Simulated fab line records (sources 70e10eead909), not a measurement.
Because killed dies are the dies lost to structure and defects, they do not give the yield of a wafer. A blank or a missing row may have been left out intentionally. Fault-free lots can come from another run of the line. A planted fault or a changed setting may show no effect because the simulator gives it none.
Code-filled problem report in 8D (eight disciplines) form ; flow nand-harc ; the parts of the form that need people (team, actions taken, sign-off) are left out

## 1. THE ISSUE
Wafers without a fault read 592.5 W, standard deviation 2.4; rf-fwd-power-W at NHARC_A_STAIRCASE_ETCH_13 reads a mean of 687.8 W on 6 wafers belonging to 2 lots. That is +40 standard deviations from the usual mean.
The step: etches the open film in C4F8/O2, target depth 100 nm, time 40.5 s.
The first sign was on wafer L934.3 at day 18 10:49, on rie-diel-13. At this step, 36 wafers from 12 lots have a number in the record. The rule behind "out" and "out of limits": a value lying over 4 standard deviations away from the usual mean. The other wafers with a number count as sound.

## 2. WHAT IT IS AND WHAT IT IS NOT
question;is;is not
which readings at this step;rf-fwd-power-W, oes-product-au;bias-w, rf-vpp-V
which lots;L934, L936;L932, L935, L943, L945, L946, L947, L948, L949, L950, L951
which wafers of those lots;all that have a number;-
read on which tools;rie-diel-13;rie-diel-04, rie-diel-10
when;from day 18 10:49;"up to then (3 sound wafers); but 27 sound wafers of L935, L943, L945, L946, L947, L948, L949, L950, L951 came after"

## 3. SUSPECTS, AND WHAT RULES EACH OUT
Counting: a tool at any process step up to the reading remains a suspect when it ran all the lots that are out and ran no sound lot after the first of those.
- rie-diel-13 at NHARC_A_STAIRCASE_ETCH_13 (etches the open film in C4F8/O2, target depth 100 nm, time 40.5 s): ruled out as a lasting fault. Sound lots L945, L947 ran on it after its first lot that is out, L934 (day 18 10:49).
Left after counting: nothing in the record.

## 4. THE CAUSE (what the simulator had put in)
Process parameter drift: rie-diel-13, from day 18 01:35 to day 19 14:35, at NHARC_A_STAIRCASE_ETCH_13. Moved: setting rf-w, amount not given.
Counting ruled it out, wrongly.

## 5. THE CHAIN OF EFFECTS, in route order
Each row: a reading whose mean over the struck wafers that have a number lies more than 3 standard deviations from the usual. Only readings for which the record gives a usual standard deviation are gone through. hours: the time from each lot's start at the first step in this table that gives one to its start at this step, as a median over the lots. sigmas: the change in usual standard deviations.
hours;step;reading;usual;on struck wafers;change;sigmas
0;NHARC_A_STAIRCASE_ETCH_13;oes-product-au;0.945 a.u.;1.046;+0.101;+6.3
0;NHARC_A_STAIRCASE_ETCH_13;rf-fwd-power-W;592.5 W;687.8;+95.3;+40
It contains these process steps:
- NHARC_A_STAIRCASE_ETCH_13: etches the open film in C4F8/O2, target depth 100 nm, time 40.5 s.

## 6. HOW IT WOULD HAVE BEEN CAUGHT EARLIER
The fault began at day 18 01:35; the first out-of-limits reading in this record came at day 18 10:49, 9 hours later.
